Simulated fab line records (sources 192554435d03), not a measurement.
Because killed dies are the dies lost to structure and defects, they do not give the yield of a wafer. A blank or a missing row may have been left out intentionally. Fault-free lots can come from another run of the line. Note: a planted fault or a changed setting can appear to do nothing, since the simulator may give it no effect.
One fault through the eyes of 3 desks | flow n5 finfet | numbers are kept per desk, each desk with only its own; the story behind them comes last

## DESK OF THE TOOL OWNER: litho track-05
The tool's own readings at N5_BEOL_M12_COAT_65 (time 60 s, resist thk 300 nm): means of the sampled wafers that have a number, for each lot that ran on this tool. The brackets show how far a lot's mean lies from the usual mean; more than 4 standard deviations puts the lot out of limits, marked OUT.
Columns: A = spin speed rpm at N5_BEOL_M12_COAT_65, usual 1500.1 rpm
lot  | first seen here | A
L744 | day 10 23:38    | 1499.3
L752 | day 12 23:22    | 1456.6 (-45) OUT
L754 | day 13 04:41    | 1456.0 (-46) OUT
This desk finds L752, L754 out of limits, L752 being first, at day 12 23:22 (spin speed rpm at N5_BEOL_M12_COAT_65). Within limits: L744.

## AT THE METROLOGY DESK
Means of the sampled wafers that have a number, per lot and without regard to the tool the lot ran on: this is what the gauges read. The brackets show how far a lot's mean lies from the usual mean; more than 4 standard deviations puts the lot out of limits, marked OUT.
Columns: A = cd nm at N5_BEOL_M12_CD_MEAS_10, usual 139.6 nm; B = V11_OVL at N5_BEOL_M12_OVL_MEAS_11, usual 3 nm; C = cd nm at N5_BEOL_M12_CD_MEAS_17, usual 140.0 nm
lot  | first seen here | A     | B  | C
L744 | day 10 22:59    | 140.3 | 1  | 140.9
L752 | day 12 22:45    | 140.5 | 3  | 141.3
L754 | day 13 04:02    | 140.5 | -8 | 141.7
L760 | day 14 23:15    | 141.2 | 1  | 141.1
L765 | day 16 15:02    | 141.2 | 4  | 141.4
L764 | day 16 17:16    | 138.4 | -6 | 137.8
Result from this desk: across the 6 lots, nothing is out of limits.

## THE DEFECT DESK
Per lot, the means of the sampled wafers with a number show what the inspections along the route counted. The brackets show how far a lot's mean lies from the usual mean; more than 4 standard deviations puts the lot out of limits, marked OUT.
Columns: A = raw defect count at N5_BEOL_M12_INSPECT_12, usual 2.0
lot  | first seen here | A
L744 | day 10 23:03    | 2.3
L752 | day 12 22:49    | 1.7
L754 | day 13 04:06    | 2.0
L760 | day 14 23:18    | 1.7
L765 | day 16 15:06    | 3.3
L764 | day 16 17:19    | 1.0
Result from this desk: across the 6 lots, nothing is out of limits.

## PUT TOGETHER
An alarm could have come from the tool owner's desk at day 12 23:22, on L752, L754.
From the metrology desk's view, nothing was out of limits.
Nothing the defect desk looked at was out of limits.
The metrology desk holds a record of L752, L754, inside its limits.
The defect desk has L752, L754 on record, within its limits.
On litho track-05, each named lot ran N5_BEOL_M12_COAT_65.

## WHAT THE SIMULATOR HAD INSERTED
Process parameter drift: litho track-05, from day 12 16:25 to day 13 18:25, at N5_BEOL_M12_COAT_65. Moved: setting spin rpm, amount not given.
Struck lots among those shown: L752, L754.
Each desk's first reading out of limits, in hours after the fault started: the tool owner's desk, 7.
